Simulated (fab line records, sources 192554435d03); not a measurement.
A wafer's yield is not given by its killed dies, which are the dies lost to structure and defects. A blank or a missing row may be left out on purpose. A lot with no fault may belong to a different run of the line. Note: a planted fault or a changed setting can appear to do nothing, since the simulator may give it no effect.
The tool behind it: which one? | flow n5_finfet | Sampling: 12 lots, 36 wafers, 2 of 1938 route steps

== WHAT EACH GAUGE READ, for each wafer ==
N5_MOL_CONTACT_COAG_INSPECT_97: inspects for defects (darkfield).
lot  | measured     | on                | raw_defect_count
L075 | day 5 13:52  | defect_inspect-02 | 34 24 33
L077 | day 6 03:44  | defect_inspect-02 | 23 23 32
L080 | day 7 01:31  | defect_inspect-01 | 27 27 39
L081 | day 7 07:30  | defect_inspect-01 | 27 33 21
L083 | day 7 15:16  | defect_inspect-01 | 60 63 37
L085 | day 8 03:20  | defect_inspect-02 | 29 37 53
L087 | day 8 14:10  | defect_inspect-01 | 32 43 53
L089 | day 9 05:30  | defect_inspect-01 | 30 28 27
L091 | day 9 12:58  | defect_inspect-01 | 33 51 56
L093 | day 10 16:49 | defect_inspect-01 | 47 116 50
L095 | day 10 17:08 | defect_inspect-01 | 30 39 48
L097 | day 11 06:00 | defect_inspect-01 | 47 45 52

== WHICH TOOL RAN EACH LOT (tool, then ch and the chambers of the sampled wafers, then the start) ==
lot  | N5_MOL_CONTACT_COAG_STRIP_72
L075 | rie_diel-06 ch 1,2,3, day 5 09:31
L077 | rie_diel-06 ch 1,2,3, day 5 23:43
L080 | rie_diel-04 ch 1,2,3, day 6 21:29
L081 | rie_diel-06 ch 0,1,2, day 7 00:39
L083 | rie_diel-06 ch 0,2,3, day 7 10:43
L085 | rie_diel-03 ch 2,3, day 7 23:08
L087 | rie_diel-04 ch 0,1,2, day 8 09:34
L089 | rie_diel-03 ch 0,1,3, day 9 01:06
L091 | rie_diel-03 ch 0,3, day 9 08:54
L093 | rie_diel-03 ch 1,2, day 10 00:04
L095 | rie_diel-06 ch 0,1,2, day 10 09:22
L097 | rie_diel-06 ch 0,2,3, day 11 01:56
- N5_MOL_CONTACT_COAG_STRIP_72: strips in N2/H2.

== THE ANSWER, worked out from the rows above alone ==
Rule: usual is defined by the lots themselves. Put in order of their means at a reading, lots are off if they are a third of the lots or fewer, leave a main group of 4 or more, and stand apart from it by a gap of 3 or more times the standard deviation of the main group's means; of several such gaps the widest counts. Not used: any main group whose means are identical at the precision the tables above print for the reading. A lot without any number at a reading at which 4 lots or more have one is off too. Where the step has rows for the other lots, those lots are counted as sound.
None of the lots is off at any reading shown; this tells nothing.

== WHAT THE SIMULATOR HAD PUT IN ==
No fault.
